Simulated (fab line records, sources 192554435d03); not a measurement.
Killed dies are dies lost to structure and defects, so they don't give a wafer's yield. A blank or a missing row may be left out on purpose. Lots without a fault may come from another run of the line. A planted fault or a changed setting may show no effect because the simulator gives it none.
fab line records | flow n5_finfet
record lots=4 wafers=12 last_day=19
route steps=1938 shown BEOL_M12@1627 BEOL_M13@1659 BEOL_M15@1830
lots that met no fault: from a run of the same line without faults
start_h: hours from the record's first day to the start of the lot's first wafer shown | wait_h: hours since the lot's step before | " the same as in the row above | L1.1+2: a row that stands for several wafers | - no value, or no start given | * or withheld: withheld | < > ~ a bound
route shown NAME@n: a module of which the file shows steps, and the number in the route of the first | usual: mean/standard deviation of fault-free wafers | same: alike in all rows | chamber/n: place in a boat | sites: the reading at each site | _std_site: their standard deviation | _edge_site: outer sites' mean less inner sites' | radius_mm: how far each site lies from the wafer's centre | mask NAME#n: copy n | behind: the tool/chamber that last shaped the wafer | hold: why the lot was held/for how many hours/how that ended | device: the transistor (n, p or np) that didn't switch | end of line: the same wafers' tests at the end of the route | a step without rows: its recipe alone | killed: dies lost to structure and defects at the first sort, not the wafer's yield | map: a wafer's dies, x killed, . not, _ none there
set.NAME: the setting as run; set.NAME@STEP: as run at that earlier step | model.NAME: the simulator's own value behind a step, which no gauge read
lots at some steps of the route; a table a step, a row a wafer
services: from which hour (start_h, from the record's first day; less than 0 if before it) a tool's chamber was out of use, for how many hours, and why
## steps
# step N5_BEOL_M12_SOFTBAKE_23
# recipe temp_c=130 time_s=60
# step N5_BEOL_M12_EXPOSE_25
# recipe mask_id=M12 na=0.93 source_shape=conventional sigma_outer=0.4 polarization=unpolarized dose_mj=21.8
# step N5_BEOL_M12_PEB_26
# recipe peb_temp_c=130 peb_time_s=90
# step N5_BEOL_M12_DEVELOP_27
# recipe develop_time_s=45 rinse_liquid=diw dry=air_spin dev_temp_c=21
# step N5_BEOL_M12_HARDBAKE_32
# recipe temp_c=130 time_s=120
# step N5_BEOL_M12_DESCUM_33
# recipe chemistry=O2 time_s=7.9 source_power_w=50 bias_power_w=20 pressure_mtorr=20 rf_frequency_hz=2.712e+07 temp_c=40 o2_flow_sccm=225
# step N5_BEOL_M12_ETCH_67
# recipe chemistry=CF4 target=SiARC target_depth_a=1430 time_s=238.3 ion_energy_ev=80 pressure_mtorr=40 source_w=545 bias_w=36 Ar_flow_sccm=100 cf4_flow_sccm=100 ends=cleared
# step N5_BEOL_M12_ETCH_68
# recipe chemistry=N2/H2 target=SOC mask_material=SiARC source_w=3000 bias_w=350 temp_c=40 time_s=285 ion_energy_ev=200 pressure_mtorr=30 n2_flow_sccm=200 h2_flow_sccm=200
# step N5_BEOL_M12_STRIP_69
# recipe chemistry=N2/H2 temp_c=40 n2_flow_sccm=200 h2_flow_sccm=200 rf_frequency_hz=6e+07
# step N5_BEOL_M12_TRENCH_ETCH_34
# recipe chemistry=C4F8/O2/Ar target=SiOC target_depth_a=3189.5 mask_material=SOC pressure_mtorr=30 source_w=3000 bias_w=700 Ar_flow_sccm=400 C4F8_flow_sccm=15 O2_flow_sccm=8 he_inner_torr=15 he_outer_torr=30 time_s=125.5 ion_energy_ev=250
# usual drypump_motor_current_A=5.5/0.31 oes_product_au=0.82/0.087 rf_fwd_power_W=2988/10 rf_vpp_V=666/3.4 showerhead_plenum_p_Torr=3.43/0.13 throttle_valve_pct=24.07/0.25
# columns lot.wafer tool chamber start_h wait_h drypump_motor_current_A oes_product_au rf_fwd_power_W rf_hours_counter_h rf_vpp_V showerhead_plenum_p_Torr throttle_valve_pct model.etch.depth_nm
L731.2 rie_diel-01 1 309.03 0.0 5.6 0.96 2985 6 671 3.62 23.75 322.7
L731.3 " 2 " " 5.8 0.71 2985 227 661 3.25 24.35 291.3
L731.6 " 2 " " 5.8 0.70 2976 - 662 3.25 24.33 292.1
L738.3 rie_diel-01 3 333.37 0.0 5.3 0.81 2980 94 664 3.28 23.93 320.1
L738.5 " 2 " " 5.8 0.71 2989 - 660 3.24 24.36 294.6
L738.6 " 3 " " 5.2 0.81 2983 - 663 3.28 23.94 318.8
L745.1 rie_diel-01 0 405.93 0.0 5.3 0.89 2991 37 667 3.47 23.86 327.1
L745.3 " 2 " " 5.8 0.96 3004 4 671 3.63 24.05 323.9
L745.5 " 1 " " 5.6 0.87 2995 - 672 3.60 23.79 320.1
L743.1 rie_diel-03 0 413.32 0.0 5.8 0.82 3000 83 666 3.45 23.72 328.8
L743.2 " 3 " " 5.5 0.77 2984 132 666 3.40 24.16 327.6
L743.6 " 2 " " 4.9 0.82 2983 - 670 3.61 24.42 322.2
# step N5_BEOL_M12_STRIP_70
# recipe chemistry=C4F8/O2/Ar resist=SiARC rf_frequency_hz=6e+07
# step N5_BEOL_M12_OCD_MEAS_35
# usual trench_depth_nm=322/6
# columns lot.wafer tool chamber start_h wait_h trench_depth_nm
L731.2 ocd-02 - 309.19 0.0 322
L731.3 " - " " 292
L731.6 " - " " 292
L738.3 ocd-01 - 333.53 0.0 320
L738.5 " - " " 295
L738.6 " - " " 319
L745.1 ocd-01 - 406.09 0.0 327
L745.3 " - " " 324
L745.5 " - " " 320
L743.1 ocd-02 - 413.48 0.0 329
L743.2 " - " " 328
L743.6 " - " " 322
# step N5_BEOL_M12_STRIP_37
# recipe chemistry=N2/H2 power_w=1000 temp_c=250 h2_frac=0.65 overash_fraction=0.3 pressure_mtorr=withheld n2_flow_sccm=1750 h2_flow_sccm=3250
# step N5_BEOL_M12_ETCH_38
# recipe chemistry=CF4/N2 target=SiCN target_depth_a=687 taper_deg=2 time_s=73.4 ion_energy_ev=150 mask_material=SiO2 pressure_mtorr=40 source_w=430 bias_w=70 Ar_flow_sccm=100 cf4_flow_sccm=60 n2_flow_sccm=60
# step N5_BEOL_M12_PRECLEAN_39
# recipe chemistry=residue_remover time_s=60 temp_c=40
# step N5_BEOL_M12_SRD_40
# recipe time_s=30 temp_c=23 rinse_liquid=diw dry=n2_spin spin_rpm=1500 dry_time_s=30
# step N5_BEOL_M12_DEGAS_41
# recipe ambient=vacuum temp_c=250 time_s=60
# step N5_BEOL_M12_PRE_CLEAN_42
# recipe gas=H2/He time_s=30 temp_c=250
# step N5_BEOL_M12_SPUTTER_43
# recipe material=TaN target_thk_a=150 temp_c=50 bias_v=168.6 power_w=15000 chamber_pressure_pa=0.12 time_s=24.19
# step N5_BEOL_M12_SPUTTER_44
# recipe material=Ta target_thk_a=100 temp_c=50 bias_v=80 power_w=15000 chamber_pressure_pa=0.07 time_s=16.13
# step N5_BEOL_M12_SPUTTER_45
# recipe material=Cu target_thk_a=800 temp_c=-20 bias_v=60 power_w=26000 chamber_pressure_pa=0.13 time_s=13.33
# step N5_BEOL_M12_ECD_47
# recipe material=Cu target_thk_a=7200
# step N5_BEOL_M12_ANNEAL_48
# recipe temp_c=225 time_s=90 ambient=N2
# step N5_BEOL_M12_CMP_49
# recipe stop_on=SiOC t_overpolish_s=20.6 down_force_psi=1 platen_rpm=50 clearing_platen_down_force_psi=1.5 clearing_platen_rpm=50 post_cmp_clean=cu_alkaline target_thk_nm=320 clearing_platen_pad_velocity_m_s=0.99484 pad_velocity_m_s=0.99484
# usual barrier_field_endpoint_s=30.5/0.89 motor_current_A=5.8/0.62 overpolish_run_s=20.599/0.0093
# columns lot.wafer tool chamber start_h wait_h barrier_field_endpoint_s motor_current_A overpolish_run_s model.Cu_of_BEOL_M12_ECD_47.thk_nm
L731.2 cmp-02 0 310.76 0.2 29.7 5.5 20.609 325.4
L731.3 " 2 " " 29.8 4.2 20.603 292
L731.6 " 0 " " 30.6 5.6 20.600 293.4
L738.3 cmp-02 2 334.80 0.2 29.3 4.4 20.603 322
L738.6 " 2 " " 29.0 4.6 20.609 319.8
L738.5 " 3 " " 29.2 6.6 20.585 295.8
L745.3 cmp-02 0 411.23 0.2 30.2 5.5 20.593 327
L745.1 " 1 " " 30.3 5.6 20.589 328.4
L745.5 " 0 " " 30.6 5.9 20.604 322.2
L743.2 cmp-03 1 417.17 0.2 31.2 6.1 20.599 329.2
L743.1 " 3 " " 31.1 5.3 20.607 328.8
L743.6 " 1 " " 30.5 6.2 20.612 323
# step N5_BEOL_M12_THK_MEAS_50
# recipe thk_meas_gauge=xrf reads=Cu_of_BEOL_M12_ECD_47
# usual M12_THK=328/6.6
# columns lot.wafer tool chamber start_h wait_h M12_THK[nm]
L731.2 film_metro-01 - 311.06 - 326
L731.3 " - " " 291
L731.6 " - " " 293
L738.3 film_metro-01 - 335.10 - 324
L738.5 " - " " 297
L738.6 " - " " 321
L745.1 film_metro-02 - 411.52 - 335
L745.3 " - " " 334
L745.5 " - " " 330
L743.1 film_metro-02 - 417.43 - 336
L743.2 " - " " 335
L743.6 " - " " 330
# step N5_BEOL_M12_PRE_CLEAN_52
# recipe gas=NH3 time_s=15 temp_c=withheld rf_power_w=300
# step N5_BEOL_M12_DEP_53
# recipe material=SiCN target_thk_a=300 temp_c=withheld precursor=3MS/NH3 pressure_torr=3 rf_w=675 time_s=10.5
# step N5_BEOL_M12_RS_MEAS_54
# recipe thk_meas_gauge=four-point-probe reads=Cu_of_BEOL_M12_ECD_47+Ta_of_BEOL_M12_SPUTTER_44+TaN_of_BEOL_M12_SPUTTER_43
# usual M12_RS=0.0595/0.0012
# columns lot.wafer tool chamber start_h wait_h M12_RS[ohm/sq]
L731.2 film_metro-01 - 311.19 0.0 0.0589
L731.3 " - " " 0.0661
L731.6 " - " " 0.0657
L738.3 film_metro-01 - 335.22 0.0 0.0594
L738.5 " - " " 0.0650
L738.6 " - " " 0.0601
L745.1 film_metro-02 - 411.65 0.0 0.0585
L745.3 " - " " 0.0588
L745.5 " - " " 0.0598
L743.1 film_metro-01 - 417.55 0.0 0.0584
L743.2 " - " " 0.0582
L743.6 " - " " 0.0594
# step N5_BEOL_M13_ILD_DEP_00
# recipe material=SiOC target_thk_a=8379.2 temp_c=350 precursor=DEMS/O2 pressure_torr=5 rf_w=500 time_s=166.4
# step N5_BEOL_M13_COAT_58
# recipe resist=BARC temp_c=205 time_s=60 spin_rpm=1500 resist_thk_nm=89
# step N5_BEOL_M13_COAT_04
# recipe spin_rpm=1625 resist_thk_nm=400
# step N5_BEOL_M13_EBR_06
# recipe solvent=PGMEA ebr_width_mm=1.5
# step N5_BEOL_M13_SOFTBAKE_05
# recipe temp_c=130 time_s=60
# step N5_BEOL_M13_EXPOSE_07
# recipe mask_id=V12 na=0.93 source_shape=conventional sigma_outer=0.6 polarization=unpolarized attpsm_phase_deg=180 dose_mj=24.8
# step N5_BEOL_M13_PEB_08
# recipe peb_temp_c=130 peb_time_s=90
# step N5_BEOL_M13_DEVELOP_09
# recipe develop_time_s=45 rinse_liquid=diw dry=air_spin dev_temp_c=21
# step N5_BEOL_M13_HARDBAKE_14
# recipe temp_c=130 time_s=120
# step N5_BEOL_M15_RC_MEAS_101
# usual COMB_M10=1.41e-11/3e-12 COMB_M11=1.5e-11/3.4e-12 COMB_M12=6.3e-12/1.4e-12 COMB_M12_max_site=9.2e-12/2.4e-12 COMB_M13=4.3e-12/8.9e-13 COMB_M14=3.3e-12/8.5e-13 COMB_M15=2.3e-12/6.5e-13 COMB_M5=3.7e-11/7e-12 COMB_M6=2.5e-11/5.8e-12 COMB_M7=2.6e-11/5e-12 COMB_M8=2.5e-11/4.5e-12 COMB_M9=1.43e-11/2.9e-12 SERP_M10=3.02/0.11 SERP_M11=3.04/0.1 SERP_M12=0.630/0.017 SERP_M12_max_site=0.642/0.019 SERP_M13=0.309/0.009 SERP_M13_max_site=0.313/0.0095 SERP_M14=0.160/0.005 SERP_M5=38.8/2.1 SERP_M5_max_site=40.4/2.1 SERP_M6=13.4/0.72 SERP_M6_max_site=14.0/0.76 SERP_M7=13.9/0.63 SERP_M8=13.9/0.72 SERP_M9=3.05/0.11
# columns lot.wafer tool chamber start_h wait_h COMB_M10[S/m] COMB_M11[S/m] COMB_M12[S/m] COMB_M12_max_site[S/m] COMB_M13[S/m] COMB_M14[S/m] COMB_M15[S/m] COMB_M5[S/m] COMB_M6[S/m] COMB_M7[S/m] COMB_M8[S/m] COMB_M9[S/m] SERP_M10[ohm/um] SERP_M11[ohm/um] SERP_M12[ohm/um] SERP_M12_max_site[ohm/um] SERP_M13[ohm/um] SERP_M13_max_site[ohm/um] SERP_M14[ohm/um] SERP_M5[ohm/um] SERP_M5_max_site[ohm/um] SERP_M6[ohm/um] SERP_M6_max_site[ohm/um] SERP_M7[ohm/um] SERP_M8[ohm/um] SERP_M9[ohm/um]
L731.2 prober-01 0 327.31 0.2 1.81e-11 1.2e-11 4.6e-12 5.5e-12 3.5e-12 3.1e-12 2.1e-12 3.9e-11 2.6e-11 2.6e-11 2.1e-11 1.37e-11 2.96 3.23 0.628 0.644 0.296 0.298 0.156 36.5 38.2 12.3 12.6 13.7 13.9 3.00
L731.3 " 0 " " 1.41e-11 1.4e-11 5.2e-12 7.2e-12 3.8e-12 2.5e-12 1.8e-12 3.1e-11 2.6e-11 2.4e-11 2.6e-11 8.3e-12 2.98 3.04 0.716 0.729 0.317 0.321 0.165 37.2 39.0 12.9 13.6 14.9 14.4 3.20
L731.6 " 0 " " 1.11e-11 1.5e-11 6.3e-12 8.2e-12 4e-12 3e-12 1.9e-12 3.5e-11 2.2e-11 2.5e-11 2.3e-11 9.9e-12 2.98 2.93 0.695 0.716 0.319 0.323 0.157 35.6 36.5 12.6 12.9 13.9 15.0 3.12
L738.3 prober-02 0 352.30 0.3 1.13e-11 1.3e-11 5.4e-12 1.18e-11 4.2e-12 3.3e-12 3.3e-12 3.9e-11 2.6e-11 2.4e-11 2.6e-11 1.35e-11 3.21 2.94 0.624 0.643 0.298 0.301 0.166 36.7 38.3 12.6 13.0 14.3 14.1 3.26
L738.5 " 0 " " 1.58e-11 1.5e-11 6.6e-12 9.9e-12 3.9e-12 2.7e-12 4.2e-12 3.4e-11 2.8e-11 3.2e-11 2.7e-11 1.66e-11 3.10 3.17 0.689 0.703 0.313 0.315 0.163 41.2 43.6 14.3 14.8 13.3 13.7 3.07
L738.6 " 0 " " 1.06e-11 1.7e-11 6.1e-12 8.9e-12 3.4e-12 2.9e-12 2e-12 2.8e-11 3.1e-11 2.6e-11 2.5e-11 1.51e-11 3.07 2.99 0.647 0.665 0.299 0.301 0.160 40.4 41.7 13.1 13.5 13.9 14.2 2.95
L745.1 prober-01 0 432.93 0.0 9.4e-12 1.9e-11 5.8e-12 8.2e-12 4.8e-12 4.1e-12 1.5e-12 3.7e-11 2.6e-11 1.9e-11 2.4e-11 1.56e-11 3.02 2.92 0.612 0.622 0.323 0.326 0.155 41.2 43.0 13.5 13.8 14.1 13.0 2.82
L745.3 " 0 " " 1.09e-11 1.3e-11 4.6e-12 6.8e-12 5.1e-12 2.1e-12 1.4e-12 4.4e-11 2.9e-11 2.7e-11 2.1e-11 1.5e-11 3.04 2.91 0.616 0.637 0.291 0.295 0.153 34.8 35.7 13.0 13.4 14.3 13.5 2.89
L745.5 " 0 " " 1.21e-11 1.2e-11 6.8e-12 9.3e-12 3.2e-12 2.9e-12 2.3e-12 4.4e-11 2.9e-11 2.5e-11 2.5e-11 1.39e-11 3.04 2.94 0.638 0.649 0.315 0.317 0.154 39.5 40.3 13.0 13.6 13.6 13.6 2.76
L743.1 prober-01 0 434.98 0.0 1.16e-11 1.2e-11 1.04e-11 1.55e-11 2.4e-12 3.2e-12 2e-12 2.9e-11 2.1e-11 2.3e-11 2.7e-11 1.52e-11 3.15 2.88 0.615 0.634 0.302 0.303 0.161 38.5 39.7 12.6 13.2 13.2 13.5 3.00
L743.2 " 0 " " 1.04e-11 1.4e-11 5e-12 6.9e-12 4e-12 3.5e-12 9e-13 2.5e-11 2.8e-11 1.8e-11 2.1e-11 1.7e-11 3.03 3.00 0.627 0.635 0.309 0.312 0.165 41.3 41.7 12.8 12.9 13.2 13.3 2.88
L743.6 " 0 " " 1.25e-11 1.8e-11 6.5e-12 1.01e-11 4.1e-12 3.3e-12 2.2e-12 3.4e-11 2.1e-11 2.2e-11 2.2e-11 1.44e-11 3.10 2.81 0.638 0.642 0.303 0.307 0.160 39.7 42.0 13.6 14.1 12.8 13.4 3.16
# sites SERP_M12 radius_mm=0,75,75,75,75,140,140,140,140
L731.2 0.624 0.628 0.634 0.621 0.622 0.625 0.644 0.633 0.633
L738.3 0.634 0.623 0.624 0.633 0.643 0.620 0.611 0.606 0.627
L745.1 0.601 0.612 0.609 0.615 0.617 0.622 0.609 0.612 0.606
L743.1 0.605 0.619 0.613 0.629 0.634 0.615 0.613 0.613 0.625
## services
# columns tool chamber start_h hours kind
rie_diel-03 0 285.15 18.7 repair
cmp-02 - 289.29 2.2 repair
rie_diel-01 0 291.88 - clean
rie_diel-01 0 291.88 - consumable_replace:focus_ring
rie_diel-01 0 291.88 17.7 scheduled_down
rie_diel-01 0 291.88 17.7 vent_cycle
cmp-03 - 308.07 11.6 pm
cmp-02 - 319.89 0.4 repair
cmp-03 - 329.75 10.7 repair
cmp-02 - 348.41 0.5 repair
cmp-03 - 351.22 4.0 pm
cmp-03 - 355.22 - consumable_replace:conditioner
cmp-03 - 355.22 - consumable_replace:pad
rie_diel-03 2 360.21 3.0 repair
rie_diel-01 2 368.58 - clean
rie_diel-01 2 368.58 - consumable_replace:focus_ring
rie_diel-01 2 368.58 - consumable_replace:showerhead
rie_diel-01 2 368.58 24.0 scheduled_down
rie_diel-01 2 368.58 24.0 vent_cycle
cmp-02 - 373.54 8.1 pm
rie_diel-03 - 404.61 0.9 repair
cmp-03 - 410.12 1.4 repair
cmp-02 - 414.90 4.4 pm
## key
first_sign step=N5_BEOL_M12_OCD_MEAS_35 reading=trench_depth_nm direction=down sigmas=4.7 usual=322 struck=293
effect step=N5_BEOL_M12_THK_MEAS_50 reading=M12_THK direction=down sigmas=5.2 usual=328 struck=294
effect step=N5_BEOL_M12_RS_MEAS_54 reading=M12_RS direction=up sigmas=5.2 usual=0.0595 struck=0.0656
effect step=N5_BEOL_M15_RC_MEAS_101 reading=SERP_M12 direction=up sigmas=4 usual=0.630 struck=0.700
model_effect step=N5_BEOL_M12_TRENCH_ETCH_34 value=etch.depth_nm without=312.8 struck=292.7
model_effect step=N5_BEOL_M12_CMP_49 value=Cu_of_BEOL_M12_ECD_47.thk_nm without=313.8 struck=293.7
met_at N5_BEOL_M12_TRENCH_ETCH_34
struck_wafers L731.3,L731.6,L738.5
fault kind=process_parameter_drift tool=rie_diel-01 chamber=2 onset_h=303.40 steps=N5_BEOL_M12_TRENCH_ETCH_34 channel=target_depth_a offset=-205.39 shape=step end_h=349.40 acts_in=these_recipes_only stated=3189.5
